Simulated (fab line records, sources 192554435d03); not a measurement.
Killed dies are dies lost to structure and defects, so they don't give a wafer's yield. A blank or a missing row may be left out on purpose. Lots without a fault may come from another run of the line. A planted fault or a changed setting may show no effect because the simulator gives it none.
A struck lot beside a sound one | flow n5_finfet | 24 steps out of a route of 1938
Sound: wafers L666.3, L666.5, L666.6. Struck: wafers L677.1, L677.2, L677.4. The cause comes at the end.
At each step with rows: each side's tool, then ch and its chambers, then its first start. Under that, the readings that differ: sound wafers | struck wafers | difference of the means | sigmas: that difference in standard deviations of wafers without a fault.
alike: readings whose means differ by less than 2 such deviations, and words and numbers that are the same on both sides. not compared: withheld readings, readings that some wafer has no value for, bounds like >300 that may hide the same value, and numbers for which the record gives no deviation and whose values overlap.
The two part at a step that has a row with sigmas, a row that says differs or no value, or rows on one side only. Numbers that don't overlap but have no deviation are shown without sigmas and don't part them. A reading that every wafer of one side lacks parts them only if that side has two wafers or more.

N5_BEOL_M8_THK_MEAS_53: measures by xrf.
  sound on film_metro-02, day 9 23:05; struck on film_metro-01, day 12 20:49
  alike: M8_THK
then, 1 step without rows for these wafers: N5_BEOL_M8_PRE_CLEAN_55 (time 15 s).
N5_BEOL_M8_DEP_56: deposits SiCN from 3MS/NH3, target thk 10 nm, time 17.5 s.
  sound on pecvd-03 ch 0,2, day 9 23:08; struck on pecvd-04 ch 0,1,2, day 12 20:52
  alike: showerhead_plenum_p_Torr, throttle_valve_pct
N5_BEOL_M8_RS_MEAS_57: measures by four-point-probe.
  sound on film_metro-02, day 9 23:13; struck on film_metro-02, day 12 20:56
  alike: M8_RS
N5_BEOL_M8_INSPECT_58: inspects for defects (darkfield).
  sound on defect_inspect-02, day 9 23:14; struck on defect_inspect-02, day 12 20:58
  alike: raw_defect_count
N5_BEOL_M9_ILD_DEP_00: deposits SiCOH lowk from DEMS/porogen, target thk 308.51 nm, time 58 s.
  sound on pecvd-01 ch 0,2, day 9 23:16; struck on pecvd-03 ch 0,1,2, day 12 21:00
  alike: heater_power_w, showerhead_plenum_p_Torr, throttle_valve_pct
N5_BEOL_M9_CURE_71: cures SiCOH lowk, time 240 s.
  sound on uv_cure-02 ch 0, day 9 23:40; struck on uv_cure-02 ch 1, day 12 21:05
  alike: lamp_power_pct, wafer_temp_C_max
N5_BEOL_M9_THK_MEAS_01:
  sound on film_metro-01, day 10 00:20; struck on film_metro-01, day 12 22:05
  alike: M9_ILD_THK
N5_BEOL_M9_PECVD_70: deposits SiO2 from TEOS/O2, target thk 20 nm, time 22.7 s.
  sound on pecvd-01 ch 1,2, day 10 00:23; struck on pecvd-03 ch 0,1, day 12 22:07
  reading                         | sound          | struck         | difference | sigmas
  showerhead_plenum_p_Torr (Torr) | 8.86 8.84 8.87 | 8.78 8.72 8.75 | -0.11      | -2
  alike: heater_power_w, throttle_valve_pct
N5_BEOL_M9_HM_DEP_02: deposits TiN, target thk 20 nm.
  sound on pvd_sputter-01, day 10 02:01; struck on pvd_sputter-01, day 12 23:03
  alike: throttle_valve_pct
then, 2 steps without rows for these wafers: N5_BEOL_M9_COAT_59 (time 60 s, resist thk 100 nm); N5_BEOL_M9_COAT_60 (time 60 s, resist thk 30 nm).
N5_BEOL_M9_COAT_05: resist thk 90 nm.
  sound on litho_track-01 ch 0, day 10 02:10; struck on litho_track-01 ch 0, day 12 23:11
  reading                                      | sound                | struck               | difference | sigmas
  spin_speed_rpm (rpm)                         | 1499.6 1501.0 1498.7 | 1722.4 1721.7 1721.3 | +222.0     | +99 or more
  model.CAR-ArF_of_BEOL_M9_COAT_05.thk_nm (nm) | 90 90 90             | 84.4 84.4 84.8       | -5.5       |
then, 5 steps without rows for these wafers: N5_BEOL_M9_EBR_07; N5_BEOL_M9_SOFTBAKE_06 (time 60 s); N5_BEOL_M9_EXPOSE_08 (exposes mask M9); N5_BEOL_M9_PEB_09 (peb time 60 s); N5_BEOL_M9_DEVELOP_10 (develop time 30 s).
N5_BEOL_M9_CD_MEAS_11: target cd 64.1 nm.
  sound on cd_sem-03 ch 0, day 10 02:31; struck on cd_sem-01 ch 0, day 12 23:33
  alike: cd_nm
N5_BEOL_M9_OVL_MEAS_12:
  sound on overlay-01 ch 0, day 10 02:33; struck on overlay-01 ch 0, day 12 23:35
  alike: M9_OVL
N5_BEOL_M9_INSPECT_13: inspects for defects (brightfield).
  sound on defect_inspect-02, day 10 02:35; struck on defect_inspect-02, day 12 23:36
  alike: raw_defect_count
then, 1 step without rows for these wafers: N5_BEOL_M9_DESCUM_16 (chemistry O2, time 7.9 s).
N5_BEOL_M9_ETCH_61: etches SiARC in CF4, target depth 39 nm, time 65 s.
  sound on rie_diel-05 ch 1,2,3, day 10 02:38; struck on rie_diel-05 ch 0,1,3, day 12 23:43
  reading                                      | sound          | struck         | difference | sigmas
  model.CAR-ArF_of_BEOL_M9_COAT_05.thk_nm (nm) | 55.4 55.6 55.4 | 49.8 49.8 50.2 | -5.5       |
  alike: cf4_flow_sccm, drypump_motor_current_A, etch_rf_on_time_s, oes_product_au, rf_vpp_V, showerhead_plenum_p_Torr, throttle_valve_pct
  not compared: rf_hours_counter_h
then, 1 step without rows for these wafers: N5_BEOL_M9_ETCH_62 (etches SOC in N2/H2, target depth 110 nm, overetch 22 nm, time 165 s).

WHERE THEY PART
First at N5_BEOL_M9_PECVD_70; last, within this record, at N5_BEOL_M9_COAT_05. Later steps at which nothing parts them and some readings are alike: N5_BEOL_M9_CD_MEAS_11, N5_BEOL_M9_OVL_MEAS_12, N5_BEOL_M9_INSPECT_13, N5_BEOL_M9_ETCH_61.

WHY: what the simulator had put in
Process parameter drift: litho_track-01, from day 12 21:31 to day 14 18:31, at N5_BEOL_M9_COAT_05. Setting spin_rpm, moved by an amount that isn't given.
